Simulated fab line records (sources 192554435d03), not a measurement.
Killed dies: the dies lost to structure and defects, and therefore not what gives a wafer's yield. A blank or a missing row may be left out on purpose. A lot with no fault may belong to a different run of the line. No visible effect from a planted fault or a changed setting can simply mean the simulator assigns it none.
fab line records	flow n5-finfet
record: lots: 7	wafers: 39
route steps=1938 shown FIN_SAQP@96 SPACER0@259 SD_EPI_P@321 SD_ACTIVATION@330
start-h: the number of hours between the record's first day and the start of the first shown wafer of the lot	wait-h: time in hours since the lot's previous step	" as in the row above	L1.1+2: a single row standing in for several wafers	- no value, or no start given	* or withheld: withheld	< > ~ a bound
route shown NAME@n: a module of which the file shows steps, and the number in the route of the first	usual: mean/standard deviation of fault-free wafers	same: alike in all rows	chamber/n: place in a boat	sites: readings site by site	_std_site: standard deviation of those values	_edge_site: outer sites' mean less inner sites'	radius-mm: how far each site lies from the wafer's centre	mask NAME#n: copy n	behind: tool/chamber where the wafer was last shaped	hold: what put the lot on hold/how long, in hours/how the hold closed	device: transistor that didn't switch, given as n, p or np	end of line: the route-end tests of the same wafers	where a step has no rows: the recipe by itself	killed: count of dies lost to structure and defects at first sort (not the wafer's yield)	map: shows each die of a wafer: x if killed, . if not, _ if none is there
set.NAME: the setting as run; set.NAME@STEP: as run at that earlier step	model.NAME: the simulator's own value behind a step, which no gauge read
lots where settings were altered on purpose, with a table for each step and a row for each wafer
== steps ==
step: N5_FIN_SAQP_HM_DEP_03
recipe: material: SiNx	target-thk-a: 380	temp-c: 400	precursor: SiH4/NH3/N2	pressure-torr: 1.5	rf-w: 300	time-s: 33.6
lot.wafer	tool	chamber	start-h	wait-h	set.target-thk-a	model.SiNx_of_FIN_SAQP_HM_DEP_03.thk-nm
L074.1	pecvd-01	1	21.54	0.2	433.4	42.68
L074.2	"	0	"	"	433.4	43.07
L074.3	"	2	"	"	433.4	42.91
L074.4	"	0	"	"	380	38.24
L074.5	"	1	"	"	380	38
L074.6	"	2	"	"	380	37.97
L079.1	pecvd-03	0	50.81	0.2	380	37.28
L079.2	"	1	"	"	380	38.24
L079.3	"	2	"	"	380	37.12
L079.4	"	0	"	"	380	37.83
L079.5	"	2	"	"	380	37.81
L079.6	"	1	"	"	380	38.32
L083.1	pecvd-01	1	75.56	0.2	328.7	32.23
L083.2	"	0	"	"	380	37.53
L083.3	"	2	"	"	328.7	32.29
L083.4	"	2	"	"	328.7	32.6
L083.5	"	0	"	"	380	38.35
L083.6	"	1	"	"	380	37.78
L087.1	pecvd-03	1	99.12	0.2	380	38.33
L087.2	"	0	"	"	380	36.69
L087.6	"	2	"	"	380	37.54
L088.1	pecvd-04	0	104.58	0.2	363	36.36
L088.2	"	2	"	"	363	36.4
L088.3	"	1	"	"	380	37.93
L088.4	"	2	"	"	380	38.4
L088.5	"	1	"	"	380	38.08
L088.6	"	0	"	"	363	36.53
L091.1	pecvd-04	2	123.78	0.2	380	38
L091.2	"	0	"	"	380	38.03
L091.3	"	1	"	"	380	37.97
L091.4	"	0	"	"	380	39.02
L091.5	"	1	"	"	380	38.91
L091.6	"	2	"	"	380	38.75
L094.1	pecvd-01	0	143.21	0.2	429.6	42.36
L094.2	"	1	"	"	380	37.45
L094.3	"	2	"	"	380	37.66
L094.4	"	1	"	"	429.6	43.37
L094.5	"	0	"	"	380	37.99
L094.6	"	2	"	"	429.6	42.91
step: N5_FIN_SAQP_THK_MEAS_05
usual: thk-nm: 37.9/0.62
lot.wafer	tool	chamber	start-h	wait-h	set.target-thk-a@FIN_SAQP_HM_DEP_03	thk-nm
L074.1	film-metro-02	-	21.63	0.1	433.4	42.7
L074.2	"	-	"	"	433.4	43.2
L074.3	"	-	"	"	433.4	42.9
L074.4	"	-	"	"	380	38.3
L074.5	"	-	"	"	380	38.1
L074.6	"	-	"	"	380	38.0
L079.1	film-metro-02	-	50.89	0.1	380	37.3
L079.2	"	-	"	"	380	38.2
L079.3	"	-	"	"	380	37.1
L079.4	"	-	"	"	380	37.8
L079.5	"	-	"	"	380	37.8
L079.6	"	-	"	"	380	38.2
L083.1	film-metro-01	-	75.65	0.1	328.7	32.2
L083.2	"	-	"	"	380	37.6
L083.3	"	-	"	"	328.7	32.3
L083.4	"	-	"	"	328.7	32.6
L083.5	"	-	"	"	380	38.3
L083.6	"	-	"	"	380	37.8
L087.1	film-metro-02	-	99.21	0.1	380	38.3
L087.2	"	-	"	"	380	36.6
L087.6	"	-	"	"	380	37.5
L088.1	film-metro-01	-	104.67	0.1	363	36.4
L088.2	"	-	"	"	363	36.4
L088.3	"	-	"	"	380	38.0
L088.4	"	-	"	"	380	38.5
L088.5	"	-	"	"	380	38.1
L088.6	"	-	"	"	363	36.6
L091.1	film-metro-01	-	123.86	0.1	380	38.0
L091.2	"	-	"	"	380	38.0
L091.3	"	-	"	"	380	38.0
L091.4	"	-	"	"	380	39.0
L091.5	"	-	"	"	380	38.9
L091.6	"	-	"	"	380	38.8
L094.1	film-metro-01	-	143.29	0.1	429.6	42.4
L094.2	"	-	"	"	380	37.4
L094.3	"	-	"	"	380	37.7
L094.4	"	-	"	"	429.6	43.4
L094.5	"	-	"	"	380	38.0
L094.6	"	-	"	"	429.6	42.9
step: N5_FIN_SAQP_ETCH_65
recipe: chemistry: CF4	target: SiO2	target-depth-a: 40	ion-energy-ev: 350	time-s: 4.4	pressure-mtorr: 10	icp-w: 800	bias-w: 400	cf4-flow-sccm: 80
lot.wafer	tool	chamber	start-h	wait-h	set.time-s	model.etch.depth-nm
L074.1	rie-si-06	2	24.99	0.1	3.447	3.1
L074.2	"	0	"	"	3.447	3.169
L074.3	"	1	"	"	4.4	4.233
L074.4	"	2	"	"	4.4	3.981
L074.5	"	0	"	"	4.4	4.086
L074.6	"	1	"	"	3.447	3.287
L079.1	rie-si-06	0	53.86	0.1	3.884	3.598
L079.2+4	"	3,2	"	"	4.4	3.986
L079.3	"	1	"	"	3.884	3.7
L079.5	"	3	"	"	3.884	3.503
L079.6	"	2	"	"	4.4	3.987
L083.1	rie-si-01	3	79.68	0.1	4.4	4.01
L083.2	"	1	"	"	3.555	3.167
L083.3	"	0	"	"	4.4	3.973
L083.4	"	2	"	"	3.555	3.189
L083.5	"	1	"	"	4.4	3.935
L083.6	"	0	"	"	3.555	3.201
L087.1	rie-si-01	3	102.39	0.1	4.4	3.991
L087.2	"	0	"	"	4.4	3.929
L087.6	"	0	"	"	4.4	3.93
L088.1	rie-si-06	1	107.81	0.1	4.4	4.192
L088.2	"	3	"	"	3.398	3.104
L088.3	"	2	"	"	4.4	3.963
L088.4	"	0	"	"	3.398	3.179
L088.5	"	2	"	"	4.4	3.967
L088.6	"	1	"	"	3.398	3.247
L091.1	rie-si-04	2	126.97	0.1	4.4	3.764
L091.2	"	1	"	"	4.4	4.076
L091.3	"	3	"	"	4.961	4.574
L091.4	"	0	"	"	4.961	4.784
L091.5	"	0	"	"	4.4	4.207
L091.6	"	1	"	"	4.961	4.588
L094.1	rie-si-01	1	146.24	0.1	4.846	4.35
L094.2	"	2	"	"	4.4	3.983
L094.3	"	0	"	"	4.4	3.996
L094.4	"	3	"	"	4.4	4.019
L094.5	"	1	"	"	4.846	4.338
L094.6	"	2	"	"	4.846	4.419
step: N5_FIN_SAQP_MANDREL_ETCH_58
recipe: chemistry: HBr/Cl2	target: a-Si	target-depth-a: 450	bt-time-s: 10	stop-on: SiNx	mask-material: SiO2	over-etch-frac: 0.8	time-s: 27	pressure-mtorr: 10	icp-w: 800	bias-w: 75	HBr_flow_sccm: 150	Cl2_flow_sccm: 80	ends: end-point
step: N5_FIN_SAQP_RECESS_63
recipe: chemistry: HF/NH3	target: SiO2	target-depth-a: 180	afs-cycles: 3	temp-c: 30	sublimation-temp-c: 180	sublimation-time-s: 60
step: N5_FIN_SAQP_SPACER2_ALD_28
recipe: material: SiO2	target-thk-a: 81	temp-c: 300	ald-precursor-family: BDEAS	ald-co-reactant: O2-plasma	pulse-time-s: 1	purge-time-s: 2	co-reactant-purge-time-s: 2	pressure-torr: 2
step: N5_FIN_SAQP_SPACER2_ETCHBACK_29
recipe: chemistry: CHF3/O2	mode: anisotropic-etchback	target: SiO2	target-depth-a: 122	time-s: 6.1	pressure-mtorr: 30	source-w: 650	bias-w: 170	Ar_flow_sccm: 200	CHF3_flow_sccm: 50	O2_flow_sccm: 5	ion-energy-ev: 200
step: N5_FIN_SAQP_MANDREL2_REMOVE_60
recipe: chemistry: HBr/Cl2/O2	bt-time-s: 10	target: a-Si	stop-on: SiNx	endpoint: OES-SiCl	over-etch-frac: 1	icp-w: 600	bias-w: 22	HBr_flow_sccm: 150	Cl2_flow_sccm: 80	O2_flow_sccm: 5	pressure-mtorr: 10
lot.wafer	tool	chamber	start-h	wait-h	set.target-thk-a@FIN_SAQP_HM_DEP_03	model.SiNx_of_FIN_SAQP_HM_DEP_03.thk-nm
L074.1+3	rie-si-01	1,0	26.43	0.1	433.4	42
L074.2	"	3	"	"	433.4	42.2
L074.4	"	2	"	"	380	37.6
L074.5	"	1	"	"	380	37.2
L074.6	"	0	"	"	380	37
L079.1	rie-si-01	3	55.48	0.1	380	36.4
L079.2	"	0	"	"	380	37.4
L079.3	"	2	"	"	380	36.2
L079.4	"	1	"	"	380	37.2
L079.5	"	3	"	"	380	37
L079.6	"	0	"	"	380	37.6
L083.1+3	rie-si-06	3,2	81.07	0.1	328.7	31.6
L083.2	"	0	"	"	380	37
L083.4	"	1	"	"	328.7	32
L083.5	"	3	"	"	380	37.8
L083.6	"	2	"	"	380	37.2
L087.1	rie-si-01	3	103.68	0.1	380	37.6
L087.2	"	1	"	"	380	36
L087.6	"	2	"	"	380	37
L088.1	rie-si-06	2	110.00	0.1	363	35.4
L088.2+6	"	1,0	"	"	363	35.6
L088.3+5	"	0,1	"	"	380	37.4
L088.4	"	3	"	"	380	37.6
L091.1+2+3	rie-si-04	0,2,1	128.25	0.1	380	37.4
L091.4+6	"	3	"	"	380	38.2
L091.5	"	0	"	"	380	38
L094.1	rie-si-04	3	147.52	0.1	429.6	41.8
L094.2	"	0	"	"	380	36.8
L094.3	"	1	"	"	380	37
L094.4	"	2	"	"	429.6	42.8
L094.5	"	0	"	"	380	37.4
L094.6	"	1	"	"	429.6	42.2
step: N5_FIN_SAQP_HM_OPEN_33
recipe: chemistry: CH3F/O2	target: SiNx	mask-material: SiO2	target-depth-a: 494	time-s: 70.6	pressure-mtorr: 30	source-w: 395	bias-w: 73	Ar_flow_sccm: 150	CH3F_flow_sccm: 30	O2_flow_sccm: 20	ion-energy-ev: 120	ends: cleared
usual: etch-rf-on-time-s: 68.4/1.9
lot.wafer	tool	chamber	start-h	wait-h	set.target-thk-a@FIN_SAQP_HM_DEP_03	etch-rf-on-time-s	model.etch.depth-nm
L074.1	rie-diel-06	3	26.59	0.0	433.4	79.8	42.05
L074.2	"	1	"	"	433.4	78.6	42.26
L074.3	"	2	"	"	433.4	74.5	41.98
L074.4	"	0	"	"	380	68.2	37.61
L074.5	"	3	"	"	380	71.0	37.19
L074.6	"	0	"	"	380	67.7	37.03
L079.1	rie-diel-06	0	55.64	0.0	380	66.7	36.46
L079.2	"	3	"	"	380	69.9	37.49
L079.3	"	1	"	"	380	66.6	36.18
L079.4	"	2	"	"	380	65.5	37.2
L079.5	"	2	"	"	380	65.1	37.06
L079.6	"	1	"	"	380	69.3	37.7
L083.1	rie-diel-05	2	81.39	0.2	328.7	59.8	31.6
L083.2	"	3	"	"	380	65.7	36.91
L083.3	"	0	"	"	328.7	57.7	31.66
L083.4	"	1	"	"	328.7	57.3	31.96
L083.5	"	1	"	"	380	68.0	37.73
L083.6	"	0	"	"	380	67.9	37.15
L087.1	rie-diel-05	1	103.84	0.0	380	66.7	37.7
L087.2	"	3	"	"	380	65.5	36.06
L087.6	"	0	"	"	380	67.0	36.91
L088.1	rie-diel-01	0	110.16	0.0	363	66.0	35.43
L088.2	"	1	"	"	363	67.4	35.65
L088.3	"	2	"	"	380	66.3	37.3
L088.4	"	3	"	"	380	70.3	37.59
L088.5	"	3	"	"	380	70.4	37.45
L088.6	"	2	"	"	363	63.0	35.6
L091.1	rie-diel-06	2	128.40	0.0	380	66.6	37.38
L091.2	"	0	"	"	380	67.0	37.41
L091.3	"	3	"	"	380	69.8	37.32
L091.4	"	2	"	"	380	67.5	38.2
L091.5	"	3	"	"	380	71.7	38.1
L091.6	"	0	"	"	380	68.7	38.13
L094.1	rie-diel-01	3	147.68	0.0	429.6	79.2	41.73
L094.2	"	1	"	"	380	69.5	36.8
L094.3	"	0	"	"	380	67.8	37.04
L094.4	"	2	"	"	429.6	76.4	42.74
L094.5	"	1	"	"	380	70.9	37.36
L094.6	"	2	"	"	429.6	76.1	42.27
step: N5_FIN_SAQP_ETCH_34
recipe: chemistry: C4F6/O2	target: SiO2	target-depth-a: 450	time-s: 15	ion-energy-ev: 250	pressure-mtorr: 30	source-w: 345	bias-w: 185	Ar_flow_sccm: 300	C4F6_flow_sccm: 10	O2_flow_sccm: 10	ends: cleared
step: N5_FIN_SAQP_STRIP_77
recipe: chemistry: N2/H2	time-s: 90	power-w: 100	temp-c: 40	pressure-mtorr: 100	rf-frequency-hz: 6e+07	bias-power-w: 3	n2-flow-sccm: 300	h2-flow-sccm: 300
step: N5_FIN_SAQP_ETCH_64
recipe: chemistry: CF4	target: SiO2	target-depth-a: 15	ion-energy-ev: 350	pressure-mtorr: 10	icp-w: 800	bias-w: 400	cf4-flow-sccm: 80
step: N5_FIN_SAQP_FIN_ETCH_36
recipe: chemistry: HBr/Cl2/O2	target-depth-a: 1200	mask-material: SiNx	time-s: 50.4	bias-w: 102	pressure-mtorr: 10	icp-w: 800	HBr_flow_sccm: 150	Cl2_flow_sccm: 80	O2_flow_sccm: 12
lot.wafer	tool	chamber	start-h	wait-h	set.target-thk-a@FIN_SAQP_HM_DEP_03	model.SiNx_of_FIN_SAQP_HM_DEP_03.thk-nm
L074.1	rie-si-06	1	26.87	0.0	433.4	25.2
L074.2	"	2	"	"	433.4	26
L074.3	"	0	"	"	433.4	25
L074.4+6	"	1,2	"	"	380	20.8
L074.5	"	0	"	"	380	20.4
L079.1+3	rie-si-04	0,3	55.92	0.0	380	20
L079.2	"	1	"	"	380	21.2
L079.4+6	"	2,1	"	"	380	21.4
L079.5	"	2	"	"	380	21
L083.1	rie-si-04	2	81.69	0.0	328.7	15.8
L083.2	"	1	"	"	380	20.8
L083.3	"	0	"	"	328.7	15.2
L083.4	"	3	"	"	328.7	16
L083.5	"	3	"	"	380	21.6
L083.6	"	2	"	"	380	21.4
L087.1	rie-si-06	2	104.13	0.0	380	21.6
L087.2	"	1	"	"	380	19.4
L087.6	"	2	"	"	380	20.8
L088.1	rie-si-04	1	110.44	0.0	363	19.2
L088.2	"	2	"	"	363	19.8
L088.3+4	"	3,0	"	"	380	21.2
L088.5	"	2	"	"	380	21.8
L088.6	"	3	"	"	363	19.6
L091.1	rie-si-06	1	128.69	0.0	380	20.8
L091.2	"	2	"	"	380	21.4
L091.3+4+6	"	3,0,0	"	"	380	21.2
L091.5	"	1	"	"	380	21.6
L094.1	rie-si-06	2	147.96	0.0	429.6	25.6
L094.2	"	0	"	"	380	20
L094.3	"	1	"	"	380	20.4
L094.4	"	3	"	"	429.6	26.6
L094.5	"	0	"	"	380	20.6
L094.6	"	3	"	"	429.6	26
step: N5_SPACER0_ALD_00
recipe: material: SiOCN	target-thk-a: 35	temp-c: 400	ald-precursor-family: alkyl-aminosilane	ald-co-reactant: O2/N2-plasma	pulse-time-s: 3	purge-time-s: 2	co-reactant-purge-time-s: 2	ald-cycles: 58	pressure-torr: 2
lot.wafer	tool	chamber	start-h	wait-h	set.ald-cycles	model.SiOCN_of_SPACER0_ALD_00.thk-nm
L074.1+4	ald-sin-01	3,0	47.78	0.1	58	3.6
L074.2	"	2	"	"	58	3.4
L074.3+5+6	"	1,3,0	"	"	65	4
L079.1+3+6	ald-sin-03	1,0,1	81.41	0.1	58	3.6
L079.2+4+5	"	3,2,2	"	"	58	3.4
L083.1+4+5	ald-sin-01	0,1,1	103.90	0.1	66	4
L083.2+3+6	"	3,2,0	"	"	58	3.4
L087.1+2+6	ald-sin-04	3,0,3	125.58	0.1	58	3.4
L088.1+2	ald-sin-04	0,3	131.27	0.1	58	3.4
L088.3+5+6	"	1,1,0	"	"	61	3.6
L088.4	"	2	"	"	58	3.6
L091.1+2	ald-sin-03	2,3	149.75	0.1	58	3.4
L091.3	"	0	"	"	58	3.6
L091.4+5+6	"	1,1,2	"	"	67	4
L094.1+5	ald-sin-03	3	176.33	0.1	58	3.4
L094.2+3+4+6	"	2,0,2,0	"	"	58	3.6
step: N5_SD_EPI_P_EPI_21
recipe: material: SiGe:B	dopant: B	temp-c: 550	pressure-torr: 20	ambient: H2	time-s: 355
lot.wafer	tool	chamber	start-h	wait-h	set.epi-growth-time-s	model.SiGe-B_of_SD_EPI_P_EPI_21.thk-nm
L074.1	epi-rpcvd-03	0	56.85	0.2	355	61.2
L074.2+4	"	0	"	"	320.1	57.4
L074.3	"	0	"	"	355	60.6
L074.5	"	0	"	"	320.1	57
L074.6	"	0	"	"	355	61.8
L079.1+4	epi-rpcvd-04	0	89.96	0.1	344.9	60.8
L079.2	"	0	"	"	355	61.8
L079.3	"	0	"	"	355	61.2
L079.5	"	0	"	"	344.9	60.2
L079.6	"	0	"	"	355	61.4
L083.1	epi-rpcvd-04	0	111.13	0.1	355	62.4
L083.2+5+6	"	0	"	"	355	62
L083.3	"	0	"	"	355	61.6
L083.4	"	0	"	"	355	62.2
L087.1	epi-rpcvd-04	0	132.53	0.2	355	61.4
L087.2	"	0	"	"	355	61.8
L087.6	"	0	134.93	2.4	355	62.2
L088.1	epi-rpcvd-04	0	139.99	0.2	387.9	65.2
L088.2	"	0	"	"	355	61
L088.3+6	"	0	"	"	387.9	64.4
L088.4	"	0	"	"	355	60.4
L088.5	"	0	"	"	355	60.8
L091.1	epi-rpcvd-03	0	156.49	0.1	355	61.8
L091.2+6	"	0	"	"	323.5	58.6
L091.3	"	0	"	"	355	62.4
L091.4	"	0	"	"	323.5	58.4
L091.5	"	0	"	"	355	61
L094.1+2	epi-rpcvd-01	0	183.52	0.4	334.8	59.6
L094.3	"	0	185.23	1.9	334.8	59.8
L094.4	"	0	"	"	355	62.4
L094.5	"	0	"	"	355	61.4
L094.6	"	0	"	"	355	61.6
step: N5_SD_EPI_P_HM_STRIP_48
recipe: chemistry: H3PO4	temp-c: 160	material: SiNx	target: SiNx	target-depth-a: 30	overetch-fraction: 0.3
step: N5_SD_ACTIVATION_RTA_00
recipe: temp-c: 975	time-s: 0	ambient: N2	idle-temp-c: 600	ramp-up-c-per-s: 150	ramp-down-c-per-s: 60	cool-to-c: 600
step: N5_SD_ACTIVATION_LSA_01
recipe: temp-c: 1080	time-s: 0.0008	ambient: N2
step: N5_SD_ACTIVATION_RS_MEAS_03
recipe: thk-meas-gauge: four-point-probe
usual: RS_SD_N: 21.84/0.27	RS_SD_P: 55.5/0.85
lot.wafer	tool	chamber	start-h	wait-h	set.epi-growth-time-s@SD_EPI_P_EPI_21	RS_SD_N[ohm/sq]	RS_SD_P[ohm/sq]
L074.1	film-metro-02	-	60.40	0.2	355	21.94	55.3
L074.2	"	-	"	"	320.1	22.23	59.6
L074.3	"	-	"	"	355	22.10	56.2
L074.4	"	-	"	"	320.1	22.29	60.0
L074.5	"	-	"	"	320.1	22.25	60.0
L074.6	"	-	"	"	355	22.43	54.7
L079.1	film-metro-02	-	92.78	0.2	344.9	21.51	55.7
L079.2	"	-	"	"	355	21.41	55.3
L079.3	"	-	"	"	355	21.53	55.3
L079.4	"	-	"	"	344.9	21.41	55.9
L079.5	"	-	"	"	344.9	21.75	56.4
L079.6	"	-	"	"	355	21.77	54.9
L083.1	film-metro-02	-	114.06	0.2	355	22.29	54.3
L083.2	"	-	"	"	355	21.94	55.2
L083.3	"	-	"	"	355	21.82	54.9
L083.4	"	-	"	"	355	22.20	54.9
L083.5	"	-	"	"	355	22.40	54.4
L083.6	"	-	"	"	355	22.12	54.4
L087.1	film-metro-01	-	136.05	0.2	355	21.80	55.0
L087.2	"	-	"	"	355	21.68	54.5
L087.6	"	-	"	"	355	21.97	54.3
L088.1	film-metro-02	-	143.52	0.2	387.9	21.75	52.2
L088.2	"	-	"	"	355	21.53	55.4
L088.3	"	-	"	"	387.9	22.10	52.4
L088.4	"	-	"	"	355	21.97	56.4
L088.5	"	-	"	"	355	21.74	55.7
L088.6	"	-	"	"	387.9	21.70	52.4
L091.1	film-metro-01	-	159.30	0.2	355	21.81	54.7
L091.2	"	-	"	"	323.5	21.47	57.3
L091.3	"	-	"	"	355	21.77	54.0
L091.4	"	-	"	"	323.5	21.49	57.6
L091.5	"	-	"	"	355	21.91	55.0
L091.6	"	-	"	"	323.5	22.09	57.5
L094.1	film-metro-01	-	189.29	0.2	334.8	22.53	57.4
L094.2	"	-	"	"	334.8	22.09	57.2
L094.3	"	-	"	"	334.8	22.17	57.4
L094.4	"	-	"	"	355	22.48	54.6
L094.5	"	-	"	"	355	22.19	56.0
L094.6	"	-	"	"	355	22.55	55.1
== key ==
split: step: N5_FIN_SAQP_HM_DEP_03	setting: target-thk-a	stated: 380	by: wafer
response: step: N5_FIN_SAQP_HM_DEP_03	reading: model.SiNx_of_FIN_SAQP_HM_DEP_03.thk-nm	change: +0.381	per: 1%	r: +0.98
response: step: N5_FIN_SAQP_THK_MEAS_05	reading: thk-nm	change: *	per: 1%	r: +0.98
response: step: N5_FIN_SAQP_MANDREL2_REMOVE_60	reading: model.SiNx_of_FIN_SAQP_HM_DEP_03.thk-nm	change: +0.385	per: 1%	r: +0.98
response: step: N5_FIN_SAQP_HM_OPEN_33	reading: etch-rf-on-time-s	change: *	per: 1%	r: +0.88
response: step: N5_FIN_SAQP_HM_OPEN_33	reading: model.etch.depth-nm	change: +0.383	per: 1%	r: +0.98
response: step: N5_FIN_SAQP_FIN_ETCH_36	reading: model.SiNx_of_FIN_SAQP_HM_DEP_03.thk-nm	change: +0.395	per: 1%	r: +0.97
split: step: N5_FIN_SAQP_ETCH_65	setting: time-s	stated: 4.4	by: wafer
response: step: N5_FIN_SAQP_ETCH_65	reading: model.etch.depth-nm	change: +0.0403	per: 1%	r: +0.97
split: step: N5_SPACER0_ALD_00	setting: ald-cycles	stated: 58	by: wafer
response: step: N5_SPACER0_ALD_00	reading: model.SiOCN_of_SPACER0_ALD_00.thk-nm	change: +0.0379	per: 1%	r: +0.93
split: step: N5_SD_EPI_P_EPI_21	setting: epi-growth-time-s	stated: 355	by: wafer
response: step: N5_SD_EPI_P_EPI_21	reading: model.SiGe-B_of_SD_EPI_P_EPI_21.thk-nm	change: +0.391	per: 1%	r: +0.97
response: step: N5_SD_ACTIVATION_RS_MEAS_03	reading: RS_SD_P	change: -0.383	per: 1%	r: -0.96
